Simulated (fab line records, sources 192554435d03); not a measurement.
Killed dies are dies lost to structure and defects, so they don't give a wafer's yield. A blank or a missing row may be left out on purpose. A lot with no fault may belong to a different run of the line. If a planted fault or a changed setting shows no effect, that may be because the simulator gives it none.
fab line records	flow n5Finfet
[record] lots = 7	wafers = 21	lastDay = 22
route steps=1938 shown BEOL_M1@756 BEOL_M4@1111 PASSIVATION@1936
lots untouched by any fault: they come from a run of this same line in which no faults occurred
startH: hours from the record's first day to the start of the lot's first wafer shown	waitH: hours elapsed since this lot's preceding step	" unchanged from the row above	L1.1+2: a single row standing in for several wafers	- no value present, or no start provided	* or withheld: withheld	< > ~ a bound
route shown NAME@n: a module of which the file shows steps, and the number in the route of the first	usual: mean and standard deviation over wafers with no fault	same: alike in all rows	chamber/n: place in a boat	sites: readings site by site	_std_site: standard deviation of those values	_edge_site: inner sites' mean taken away from outer sites' mean	radiusMm: for every site, how far away it sits from the centre of the wafer	mask NAME#n: copy n	behind: the most recent tool/chamber to have shaped the wafer	hold: what put the lot on hold/how long, in hours/how the hold closed	device: names the non-switching transistor (n, p or np)	end of line: at the end of the route, the tests of the same wafers	step lacking rows: just its recipe	killed: not the wafer's yield, but the dies lost to structure and defects at the first sort	map: a wafer's dies, x killed, . not, _ none there
set.NAME: the run value of the setting; set.NAME@STEP: its run value at that earlier step	model.NAME: the simulator's own value behind a step, which no gauge read
certain route steps with their lots: each step a table, each wafer a row
[[steps]]
[step N5_BEOL_M1_COAT_62]
[recipe] resist = SiARC	tempC = 220	timeS = 60	spinRpm = 1500	resistThkNm = 12
[step N5_BEOL_M1_COAT_73]
[recipe] resist = underlayer	tempC = 205	timeS = 60	spinRpm = 1500	resistThkNm = 5
[step N5_BEOL_M1_COAT_05]
[recipe] resist = CAR-EUV	spinRpm = 1500	resistThkNm = 30
[step N5_BEOL_M1_EBR_07]
[recipe] solvent = PGMEA	ebrWidthMm = 1.5
[step N5_BEOL_M1_SOFTBAKE_06]
[recipe] tempC = 110	timeS = 60	resist = CAR-EUV
[step N5_BEOL_M1_EXPOSE_08]
[recipe] maskId = M1	na = 0.33	sourceShape = dipole	sigmaInner = 0.369	sigmaOuter = 0.767	polarization = unpolarized	doseMj = 33
[step N5_BEOL_M1_PEB_09]
[recipe] pebTempC = 100	pebTimeS = 60	resist = CAR-EUV
[step N5_BEOL_M1_DEVELOP_10]
[recipe] developTimeS = 30	developer = TMAH	resist = CAR-EUV	rinseLiquid = surfactantRinse	dry = airSpin	devTempC = 23
[step N5_BEOL_M1_CD_MEAS_11]
[recipe] targetCdNm = 17.05	landingEnergyEv = 500	detector = seInlens	polarity = opening
[usual] cdNm = 17.03/0.23
lot.wafer	tool	chamber	startH	waitH	cdNm
L234.2	cdSem-02	0	155.29	-	16.85
L234.5	"	0	"	"	16.81
L234.6	"	0	"	"	16.79
L237.2	cdSem-01	0	174.15	-	16.82
L237.4	"	0	"	"	16.70
L237.5	"	0	"	"	16.99
L239.1	cdSem-02	0	184.26	-	16.95
L239.2	"	0	"	"	17.01
L239.3	"	0	"	"	17.21
L241.1	cdSem-03	0	196.65	-	16.95
L241.2	"	0	"	"	17.60
L241.4	"	0	"	"	17.11
L243.1	cdSem-03	0	207.07	-	16.91
L243.3	"	0	"	"	17.24
L243.4	"	0	"	"	17.21
L248.2	cdSem-02	0	239.70	-	17.53
L248.3	"	0	"	"	16.94
L248.6	"	0	"	"	17.11
L252.1	cdSem-02	0	260.83	-	16.89
L252.2	"	0	"	"	16.86
L252.6	"	0	"	"	17.30
[step N5_BEOL_M1_OVL_MEAS_12]
[recipe] pointsPerWafer = 522
[usual] M1_OVL = -0.6/0.77
lot.wafer	tool	chamber	startH	waitH	M1_OVL[nm]
L234.2	overlay-01	0	155.32	0.0	-1.7
L234.5	"	0	"	"	-0.9
L234.6	"	0	"	"	-0.8
L237.2	overlay-02	0	174.19	0.0	-1.0
L237.4	"	0	"	"	-1.3
L237.5	"	0	"	"	-0.9
L239.1	overlay-01	0	184.29	0.0	-1.1
L239.2	"	0	"	"	-0.9
L239.3	"	0	"	"	-1.4
L241.1	overlay-02	0	196.68	0.0	0.3
L241.2	"	0	"	"	-0.9
L241.4	"	0	"	"	-0.5
L243.1	overlay-02	0	207.10	0.0	-1.1
L243.3	"	0	"	"	-0.7
L243.4	"	0	"	"	-0.7
L248.2	overlay-01	0	239.74	0.0	-0.3
L248.3	"	0	"	"	-0.6
L248.6	"	0	"	"	-0.6
L252.1	overlay-01	0	260.86	0.0	-0.5
L252.2	"	0	"	"	-0.7
L252.6	"	0	"	"	-2.1
[step N5_BEOL_M1_INSPECT_13]
[recipe] mode = adi	inspectInstrument = brightfield
[usual] rawDefectCount = 389/89
lot.wafer	tool	chamber	startH	waitH	rawDefectCount
L234.2	defectInspect-01	-	155.37	0.0	342
L234.5	"	-	"	"	390
L234.6	"	-	"	"	301
L237.2	defectInspect-02	-	174.24	0.0	322
L237.4	"	-	"	"	259
L237.5	"	-	"	"	308
L239.1	defectInspect-02	-	184.35	0.1	348
L239.2	"	-	"	"	353
L239.3	"	-	"	"	358
L241.1	defectInspect-01	-	196.74	0.1	443
L241.2	"	-	"	"	430
L241.4	"	-	"	"	396
L243.1	defectInspect-02	-	207.16	0.1	326
L243.3	"	-	"	"	312
L243.4	"	-	"	"	297
L248.2	defectInspect-01	-	239.79	0.0	595
L248.3	"	-	"	"	721
L248.6	"	-	"	"	519
L252.1	defectInspect-01	-	260.92	0.1	452
L252.2	"	-	"	"	456
L252.6	"	-	"	"	457
[step N5_BEOL_M1_DESCUM_16]
[recipe] chemistry = O2	timeS = 7	sourcePowerW = 50	biasPowerW = 20	pressureMtorr = 20	rfFrequencyHz = 2.712e+07	tempC = 40	resist = CAR-EUV	o2FlowSccm = 225
[usual] chamberPressureMTorr = 20.00/0.034	drypumpMotorCurrentA = 5.9/0.36	oesProductAu = 0.81/0.083	rfVppV = 243.0/1.3	showerheadPlenumPTorr = 2.08/0.068	throttleValvePct = 20.40/0.14
[same] timeS = 7
lot.wafer	tool	chamber	startH	waitH	chamberPressureMTorr	drypumpMotorCurrentA	oesProductAu	rfHoursCounterH	rfVppV	showerheadPlenumPTorr	throttleValvePct
L234.2	rieDiel-03	1	155.41	0.0	19.99	5.2	0.70	213	244.5	2.16	20.21
L234.5	"	2	"	"	19.99	5.9	0.85	-	243.5	2.13	20.34
L234.6	"	3	"	"	20.01	6.2	0.83	-	242.2	2.02	20.20
L237.2	rieDiel-06	1	174.46	0.2	20.02	6.3	0.97	10	243.6	2.05	20.42
L237.4	"	2	"	"	19.97	5.5	0.80	104	244.0	2.11	20.35
L237.5	"	3	"	"	20.00	5.8	0.70	-	242.9	1.98	20.26
L239.1	rieDiel-06	2	184.39	0.0	20.01	5.5	0.80	108	242.7	2.11	20.34
L239.2	"	3	"	"	20.01	5.8	0.69	234	241.8	1.97	20.27
L239.3	"	0	"	"	19.99	6.5	0.77	146	244.3	2.19	20.42
L241.1	rieDiel-06	1	196.82	0.1	20.01	6.3	0.95	17	241.7	2.05	20.43
L241.2	"	2	"	"	20.03	5.5	0.79	111	243.6	2.11	20.36
L241.4	"	0	"	"	20.01	6.5	0.77	150	245.1	2.19	20.44
L243.1	rieDiel-03	0	207.20	0.0	20.00	6.0	0.87	47	243.1	2.05	20.61
L243.3	"	3	"	"	19.98	6.2	0.80	103	242.5	2.02	20.19
L243.4	"	2	"	"	20.03	5.9	0.83	61	244.4	2.12	20.36
L248.2	rieDiel-03	0	239.83	0.0	19.99	6.0	0.86	57	241.0	2.05	20.63
L248.3	"	2	"	"	19.99	5.9	0.80	71	244.0	2.12	20.37
L248.6	"	3	"	"	20.01	6.1	0.80	-	242.6	2.01	20.21
L252.1	rieDiel-06	2	260.95	0.0	20.01	5.5	0.78	129	243.6	2.10	20.39
L252.2	"	0	"	"	20.01	6.5	0.74	167	245.5	2.18	20.44
L252.6	"	2	"	"	19.97	5.5	0.78	-	243.7	2.10	20.39
[step N5_BEOL_M1_ETCH_74]
[recipe] chemistry = N2/H2	target = underlayer	targetDepthA = 65	maskMaterial = CAR-EUV	timeS = 5.2	ionEnergyEv = 200	pressureMtorr = 30	sourceW = 840	biasW = 150	n2FlowSccm = 200	h2FlowSccm = 200	ends = cleared
[usual] biasW = 150.0/0.43	chamberPressureMTorr = 30.00/0.043	drypumpMotorCurrentA = 5.9/0.36	etchRfOnTimeS = 5.20/0.077	oesProductAu = 0.69/0.071	rfVppV = 523.4/2.6	showerheadPlenumPTorr = 2.53/0.08	throttleValvePct = 17.83/0.16
lot.wafer	tool	chamber	startH	waitH	biasW	chamberPressureMTorr	drypumpMotorCurrentA	etchRfOnTimeS	oesProductAu	rfHoursCounterH	rfVppV	showerheadPlenumPTorr	throttleValvePct
L234.2	rieDiel-03	1	155.44	0.0	150.2	29.98	5.2	5.29	0.60	213	526.5	2.62	17.73
L234.5	"	2	"	"	149.9	29.91	5.9	5.17	0.73	-	525.6	2.59	17.81
L234.6	"	3	"	"	150.6	29.94	6.2	5.29	0.71	-	522.4	2.46	17.54
L237.2	rieDiel-06	1	174.50	0.0	160.0	29.99	6.3	4.99	0.84	10	544.3	2.50	17.82
L237.4	"	2	"	"	159.7	29.97	5.5	5.05	0.69	104	543.5	2.57	17.67
L237.5	"	3	"	"	159.3	30.05	5.8	5.11	0.60	-	540.2	2.41	17.74
L239.1	rieDiel-06	2	184.42	0.0	160.1	30.04	5.5	5.05	0.69	108	546.4	2.57	17.68
L239.2	"	3	"	"	159.6	30.00	5.8	5.12	0.59	234	540.1	2.41	17.78
L239.3	"	0	"	"	159.4	29.93	6.5	5.08	0.66	146	547.8	2.65	17.86
L241.1	rieDiel-06	1	196.85	0.0	160.0	30.07	6.3	4.96	0.82	17	542.0	2.50	17.81
L241.2	"	2	"	"	160.3	29.99	5.5	5.00	0.69	111	545.5	2.57	17.68
L241.4	"	0	"	"	160.0	29.98	6.5	5.05	0.67	150	545.9	2.65	17.87
L243.1	rieDiel-03	0	207.23	0.0	149.7	30.02	6.0	5.19	0.74	47	521.2	2.48	17.92
L243.3	"	3	"	"	150.0	29.94	6.2	5.16	0.69	103	522.4	2.45	17.59
L243.4	"	2	"	"	149.7	30.08	5.9	5.15	0.69	61	523.1	2.59	17.83
L248.2	rieDiel-03	0	239.86	0.0	151.1	30.01	6.0	5.17	0.73	57	523.6	2.48	17.93
L248.3	"	2	"	"	149.5	29.97	5.9	5.16	0.70	71	524.9	2.58	17.87
L248.6	"	3	"	"	149.4	29.98	6.2	5.23	0.67	-	523.6	2.45	17.58
L252.1	rieDiel-06	2	260.98	0.0	150.1	29.97	5.5	5.15	0.66	129	522.4	2.56	17.73
L252.2	"	0	"	"	150.7	29.99	6.5	5.23	0.64	167	523.0	2.64	17.91
L252.6	"	2	"	"	150.1	29.96	5.5	5.16	0.66	-	522.3	2.56	17.72
[step N5_BEOL_M1_ETCH_63]
[recipe] chemistry = CF4	target = SiARC	targetDepthA = 156	maskMaterial = CAR-EUV	timeS = 26	ionEnergyEv = 80	pressureMtorr = 40	sourceW = 545	biasW = 36	Ar_flow_sccm = 100	cf4FlowSccm = 100	ends = cleared
[usual] biasW = 36.01/0.099	chamberPressureMTorr = 40.00/0.036	drypumpMotorCurrentA = 5.9/0.36	etchRfOnTimeS = 25.9/0.4	oesProductAu = 0.69/0.071	rfVppV = 184.0/1.1	showerheadPlenumPTorr = 2.13/0.064	throttleValvePct = 15.57/0.13
lot.wafer	tool	chamber	startH	waitH	biasW	chamberPressureMTorr	drypumpMotorCurrentA	etchRfOnTimeS	oesProductAu	rfHoursCounterH	rfVppV	showerheadPlenumPTorr	throttleValvePct
L234.2	rieDiel-03	1	155.46	0.0	35.98	40.06	5.2	26.4	0.60	213	185.0	2.21	15.52
L234.5	"	2	"	"	35.87	40.01	5.9	25.6	0.73	-	184.6	2.18	15.52
L234.6	"	3	"	"	36.18	39.97	6.1	25.6	0.71	-	183.5	2.08	15.41
L237.2	rieDiel-06	1	174.51	0.0	35.87	40.01	6.3	25.8	0.81	10	183.4	2.11	15.60
L237.4	"	2	"	"	36.12	40.07	5.5	25.8	0.69	104	185.3	2.16	15.50
L237.5	"	3	"	"	35.93	39.99	5.8	26.5	0.59	-	181.9	2.03	15.51
L239.1	rieDiel-06	2	184.44	0.0	36.02	39.97	5.5	26.0	0.69	108	184.5	2.16	15.50
L239.2	"	3	"	"	36.07	39.93	5.8	26.3	0.59	234	182.3	2.03	15.52
L239.3	"	0	"	"	35.97	40.06	6.5	26.6	0.65	146	184.9	2.23	15.57
L241.1	rieDiel-06	1	196.87	0.0	35.98	39.99	6.3	25.6	0.80	17	183.1	2.11	15.61
L241.2	"	2	"	"	35.97	40.03	5.5	25.9	0.68	111	183.8	2.16	15.52
L241.4	"	0	"	"	36.04	39.98	6.5	26.2	0.65	150	186.9	2.22	15.59
L243.1	rieDiel-03	0	207.25	0.0	35.96	40.00	6.0	25.7	0.74	47	183.2	2.10	15.67
L243.3	"	3	"	"	36.02	40.02	6.1	25.6	0.69	103	183.5	2.07	15.42
L243.4	"	2	"	"	36.09	40.03	5.9	25.4	0.72	61	184.0	2.18	15.55
L248.2	rieDiel-03	0	239.88	0.0	35.71	40.01	6.0	26.0	0.72	57	183.3	2.09	15.69
L248.3	"	2	"	"	35.84	40.08	5.8	25.8	0.70	71	184.6	2.17	15.57
L248.6	"	3	"	"	35.94	40.03	6.2	26.2	0.68	-	183.0	2.07	15.45
L252.1	rieDiel-06	2	261.00	0.0	35.98	39.96	5.5	25.6	0.67	129	183.3	2.15	15.56
L252.2	"	0	"	"	36.02	40.00	6.5	26.5	0.64	167	185.3	2.22	15.61
L252.6	"	2	"	"	36.01	39.99	5.5	25.9	0.66	-	184.3	2.15	15.55
[step N5_BEOL_M4_RC_MEAS_101]
[usual] DIBL_N = 36.3/1.1	DIBL_P = 36.3/1.4	IOFF_N = 0.155/0.019	IOFF_P = 0.211/0.027	ION_N = 672/8.5	ION_P = 462/5.8	SS_N = 71.5/0.56	SS_P = 73.3/0.52	VT_N = 249.9/2.5	VT_P = -249.8/2.8
lot.wafer	tool	chamber	startH	waitH	DIBL_N[mV/V]	DIBL_P[mV/V]	IOFF_N[nA/um]	IOFF_P[nA/um]	ION_N[uA/um]	ION_P[uA/um]	SS_N[mV/dec]	SS_P[mV/dec]	VT_N[mV]	VT_P[mV]
L234.2	prober-01	0	250.38	0.2	35.4	35.8	0.146	0.193	664	460	70.9	73.0	250.3	-250.5
L234.5	"	0	"	"	34.8	33.5	0.128	0.167	668	461	70.8	72.9	253.6	-251.9
L234.6	"	0	"	"	35.6	35.7	0.151	0.195	675	471	71.6	74.0	247.8	-252.7
L239.1	prober-02	0	322.10	0.0	36.6	36.0	0.145	0.200	665	456	70.6	73.8	250.4	-251.5
L239.2	"	0	"	"	37.0	36.2	0.150	0.203	672	461	71.5	73.3	250.7	-250.7
L239.3	"	0	"	"	38.3	37.2	0.163	0.214	676	461	71.0	73.1	247.3	-252.3
L241.1	prober-01	0	335.47	0.0	35.5	34.0	0.142	0.183	671	461	70.7	72.5	250.7	-249.9
L241.2	"	0	"	"	36.5	35.7	0.165	0.208	672	459	72.0	73.7	248.7	-251.2
L241.4	"	0	"	"	35.5	33.9	0.141	0.182	662	455	71.2	73.4	252.6	-252.8
L243.1	prober-02	0	354.88	0.0	35.3	34.7	0.149	0.230	675	468	71.3	72.3	248.8	-244.9
L243.3	"	0	"	"	34.4	33.6	0.127	0.205	668	465	71.0	73.2	250.5	-245.8
L243.4	"	0	"	"	37.8	37.0	0.181	0.268	672	468	72.1	74.3	245.3	-246.3
L252.1	prober-02	0	364.38	0.0	35.9	34.7	0.147	0.209	663	460	72.1	73.2	251.5	-247.4
L252.2	"	0	"	"	38.3	37.1	0.191	0.245	680	464	72.3	73.6	247.8	-247.4
L252.6	"	0	"	"	36.6	35.4	0.158	0.219	677	466	72.4	73.8	249.6	-251.6
L248.2	prober-02	0	391.49	0.2	35.5	36.1	0.146	0.202	671	463	71.5	72.4	251.1	-248.8
L248.3	"	0	"	"	36.0	36.0	0.147	0.205	675	466	70.9	72.3	251.9	-248.4
L248.6	"	0	"	"	34.5	34.1	0.123	0.172	663	464	70.9	72.8	253.5	-252.7
L237.2	prober-02	0	399.79	0.2	37.0	38.3	0.162	0.214	675	466	71.3	73.5	246.4	-249.6
L237.4	"	0	"	"	33.6	32.5	0.105	0.142	658	454	70.4	72.8	255.7	-256.8
L237.5	"	0	"	"	34.7	34.7	0.118	0.173	652	458	70.4	73.1	253.0	-253.3
[step N5_PASSIVATION_PROBE_49]
[usual] defectLimitedYield = 91.4/1.2	killed_at_M0_to_M3 = 34/10	killed_at_M4_up = 14/5.1	killedAtContacts = 12/6.4	killedAtFrontEnd = 38/9.3	killedAtOther = 4/3	killedDies = 102/15	killedOpen = 67/12	killedShort = 33/6.9	sort_bin_5_function = 5.0/0.86	sort_bin_6_memory = 3.2/0.58	sortNPass = 1078/15	sortYieldPct = 91.4/1.2
[same] grossDies = 1180	killedAtBackSide = 0	sort_bin_4_leakage[%] = 0	sort_bin_8_speed[%] = 0
lot.wafer	tool	chamber	startH	waitH	defectLimitedYield[%]	killed_at_M0_to_M3	killed_at_M4_up	killedAtContacts	killedAtFrontEnd	killedAtOther	killedDies	killedOpen	killedShort	sort_bin_5_function[%]	sort_bin_6_memory[%]	sortNPass	sortYieldPct[%]
L234.2	prober-02	-	349.10	0.1	92.1	50	14	3	23	3	93	60	31	4.1	3.5	1087	92.1
L234.5	prober-02	-	349.25	0.2	93.9	26	7	5	31	3	72	44	21	3.2	2.6	1108	93.9
L239.1	prober-02	-	421.89	0.2	92.2	25	23	5	34	5	92	68	23	4.1	3.5	1088	92.2
L239.2	prober-02	-	421.94	0.2	91.9	30	9	6	49	1	95	60	28	4.2	3.1	1085	91.9
L239.3	prober-02	-	421.99	0.3	91.0	39	18	4	42	3	106	59	41	4.3	3.4	1074	91.0
L241.1	prober-01	-	438.46	0.0	91.8	31	9	19	31	7	97	62	33	5.3	2.8	1083	91.8
L241.2	prober-01	-	438.51	0.1	91.2	27	15	15	41	6	104	64	40	5.2	3.1	1076	91.2
L241.4	prober-01	-	438.61	0.2	90.7	25	20	12	43	10	110	61	46	5.5	3.6	1070	90.7
L243.1	prober-02	-	468.63	0.2	89.5	52	8	14	43	7	124	77	46	6.0	4.2	1056	89.5
L243.3	prober-02	-	468.73	0.3	93.0	24	13	10	36	0	83	53	29	4.2	2.7	1097	93.0
L243.4	prober-02	-	468.78	0.4	92.7	19	5	17	41	4	86	54	31	4.7	2.2	1094	92.7
L252.1	prober-02	-	484.14	0.0	90.2	46	14	4	50	2	116	77	39	5.8	4.0	1064	90.2
L252.2	prober-02	-	484.19	0.1	91.4	44	15	7	36	0	102	71	25	4.7	3.4	1078	91.4
L252.6	prober-02	-	484.39	0.3	91.5	38	11	14	35	2	100	65	33	4.8	3.1	1080	91.5
L237.2	prober-01	-	517.15	0.1	90.3	23	24	10	53	4	114	66	47	5.5	3.8	1066	90.3
L237.4	prober-01	-	517.25	0.2	91.7	28	14	9	47	0	98	66	32	4.7	3.3	1082	91.7
L237.5	prober-01	-	517.30	0.2	91.7	27	14	19	38	0	98	69	28	5.0	2.9	1082	91.7
// killed by level:class
L234.2 BEOL_M0_SAQP:geometricParticle:short=16 BEOL_M0_SAQP:geometricParticle:open=13 BEOL_M2:geometricParticle:open=7 BEOL_M4:geometricParticle:open=6 STI_FIN_REVEAL:geometricParticle:open=5 DUMMY_GATE:geometricParticle:open=5 BEOL_M3:geometricParticle:open=5 FIN_SAQP:geometricParticle:open=3
L234.5 FIN_SAQP:geometricParticle:short=6 STI_FIN_REVEAL:geometricParticle:open=6 BEOL_M1:geometricParticle:open=6 BEOL_M0_SAQP:geometricParticle:open=5 STARTING-WAFER:geometricParticle:open=5 MOL_CONTACT_COAG:geometricParticle:open=4 DUMMY_GATE:geometricParticle:open=3 BEOL_M0_SAQP:geometricParticle:short=3
L239.1 STI_FIN_REVEAL:geometricParticle:open=17 BEOL_M4:geometricParticle:open=10 BEOL_M0_SAQP:geometricParticle:open=7 BEOL_M0_SAQP:geometricParticle:short=6 BEOL_M1:geometricParticle:open=6 BEOL_M8:geometricParticle:open=5 FIN_SAQP:geometricParticle:open=4 FIN_SAQP:geometricParticle:short=4
L239.2 FIN_SAQP:geometricParticle:open=11 BEOL_M0_SAQP:geometricParticle:short=7 BEOL_M0_SAQP:geometricParticle:open=6 BEOL_M1:geometricParticle:open=6 BEOL_M4:geometricParticle:open=6 STI_FIN_REVEAL:geometricParticle:open=5 MOL_CONTACT_COAG:geometricParticle:open=5 STARTING-WAFER:geometricParticle:open=5
L239.3 STI_FIN_REVEAL:geometricParticle:open=13 BEOL_M0_SAQP:geometricParticle:short=11 BEOL_M0_SAQP:geometricParticle:open=6 BEOL_M1:geometricParticle:open=6 BEOL_M4:geometricParticle:open=6 BEOL_M1:geometricParticle:short=5 BEOL_M3:geometricParticle:open=5 FIN_SAQP:geometricParticle:short=4
L241.1 MOL_CONTACT_COAG:geometricParticle:open=15 BEOL_M2:geometricParticle:open=11 BEOL_M3:geometricParticle:open=7 FIN_SAQP:geometricParticle:short=6 MOL_CONTACT_COAG:geometricParticle:short=4 BEOL_M1:geometricParticle:open=4 STARTING-WAFER:geometricParticle:short=4 FIN_SAQP:geometricParticle:open=3
L241.2 FIN_SAQP:geometricParticle:open=9 FIN_SAQP:geometricParticle:short=9 MOL_CONTACT_COAG:geometricParticle:open=9 BEOL_M1:geometricParticle:open=9 MOL_CONTACT_COAG:geometricParticle:short=6 STARTING-WAFER:geometricParticle:short=5 GATE_CUT:geometricParticle:short=4 BEOL_M3:geometricParticle:open=4
L241.4 FIN_SAQP:geometricParticle:short=12 MOL_CONTACT_COAG:geometricParticle:open=8 BEOL_M1:geometricParticle:open=8 FIN_SAQP:geometricParticle:open=7 BEOL_M5:geometricParticle:open=5 STARTING-WAFER:geometricParticle:short=5 BEOL_M4:geometricParticle:open=4 MOL_CONTACT_COAG:geometricParticle:short=4
L243.1 BEOL_M0_SAQP:geometricParticle:short=16 BEOL_M0_SAQP:geometricParticle:open=11 BEOL_M2:geometricParticle:open=11 MOL_CONTACT_COAG:geometricParticle:open=10 GATE_CUT:geometricParticle:short=9 FIN_SAQP:geometricParticle:open=8 STI_FIN_REVEAL:geometricParticle:open=7 BEOL_M3:geometricParticle:open=5
L243.3 MOL_CONTACT_COAG:geometricParticle:open=8 FIN_SAQP:geometricParticle:open=7 STI_FIN_REVEAL:geometricParticle:open=7 FIN_SAQP:geometricParticle:short=5 BEOL_M2:geometricParticle:open=5 GATE_CUT:geometricParticle:short=4 BEOL_M3:geometricParticle:open=4 BEOL_M4:geometricParticle:open=4
L243.4 MOL_CONTACT_COAG:geometricParticle:open=12 GATE_CUT:geometricParticle:short=10 FIN_SAQP:geometricParticle:open=5 STI_FIN_REVEAL:geometricParticle:open=5 MOL_CONTACT_COAG:geometricParticle:short=5 BEOL_M0_SAQP:geometricParticle:short=5 FIN_SAQP:geometricParticle:short=4 DUMMY_GATE:geometricParticle:open=4
L252.1 STI_FIN_REVEAL:geometricParticle:open=14 BEOL_M2:geometricParticle:open=12 BEOL_M4:geometricParticle:open=7 BEOL_M1:geometricParticle:open=6 BEOL_M3:geometricParticle:open=6 FIN_SAQP:geometricParticle:open=5 FIN_SAQP:geometricParticle:short=5 DUMMY_GATE:geometricParticle:open=5
L252.2 BEOL_M0_SAQP:geometricParticle:short=15 BEOL_M0_SAQP:geometricParticle:open=13 BEOL_M4:geometricParticle:open=9 BEOL_M1:geometricParticle:open=9 STI_FIN_REVEAL:geometricParticle:open=7 MOL_CONTACT_COAG:geometricParticle:open=7 FIN_SAQP:geometricParticle:open=6 DUMMY_GATE:geometricParticle:open=5
L252.6 STI_FIN_REVEAL:geometricParticle:open=10 MOL_CONTACT_COAG:geometricParticle:open=8 BEOL_M1:geometricParticle:open=8 BEOL_M1:geometricParticle:short=7 MOL_CONTACT_COAG:geometricParticle:short=6 DUMMY_GATE:geometricParticle:open=5 BEOL_M2:geometricParticle:open=5 BEOL_M3:geometricParticle:open=5
L237.2 FIN_SAQP:geometricParticle:short=23 FIN_SAQP:geometricParticle:open=13 BEOL_M2:geometricParticle:open=12 BEOL_M4:geometricParticle:short=9 MOL_CONTACT_COAG:geometricParticle:open=9 BEOL_M4:geometricParticle:open=9 BEOL_M0_SAQP:geometricParticle:open=5 STI_FIN_REVEAL:geometricParticle:open=4
L237.4 BEOL_M2:geometricParticle:open=12 STI_FIN_REVEAL:geometricParticle:open=11 FIN_SAQP:geometricParticle:short=9 MOL_CONTACT_COAG:geometricParticle:open=9 FIN_SAQP:geometricParticle:open=6 BEOL_M4:geometricParticle:open=6 GATE_CUT:geometricParticle:short=4 GATE_CUT:geometricParticle:open=4
L237.5 MOL_CONTACT_COAG:geometricParticle:open=16 BEOL_M2:geometricParticle:open=9 GATE_CUT:geometricParticle:open=8 FIN_SAQP:geometricParticle:short=6 STI_FIN_REVEAL:geometricParticle:open=6 BEOL_M3:geometricParticle:open=6 GATE_CUT:geometricParticle:short=5 BEOL_M0_SAQP:geometricParticle:open=5
[[key]]
[firstSign] step = N5_BEOL_M1_ETCH_74	reading = biasW	direction = up	sigmas = 23	usual = *	struck = *
[effect] step = N5_BEOL_M1_ETCH_74	reading = rfVppV	direction = up	sigmas = 8	usual = 523.4	struck = 543.9
metAt N5_BEOL_M1_ETCH_74
struckWafers L237.2,L237.4,L237.5,L239.1,L239.2,L239.3,L241.1,L241.2,L241.4
[fault] kind = processParameterDrift	tool = rieDiel-06	chamber = -	onsetH = 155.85	steps = N5_BEOL_M1_ETCH_74	channel = biasW	offset = *	shape = step	endH = 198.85	actsIn = *	stated = *
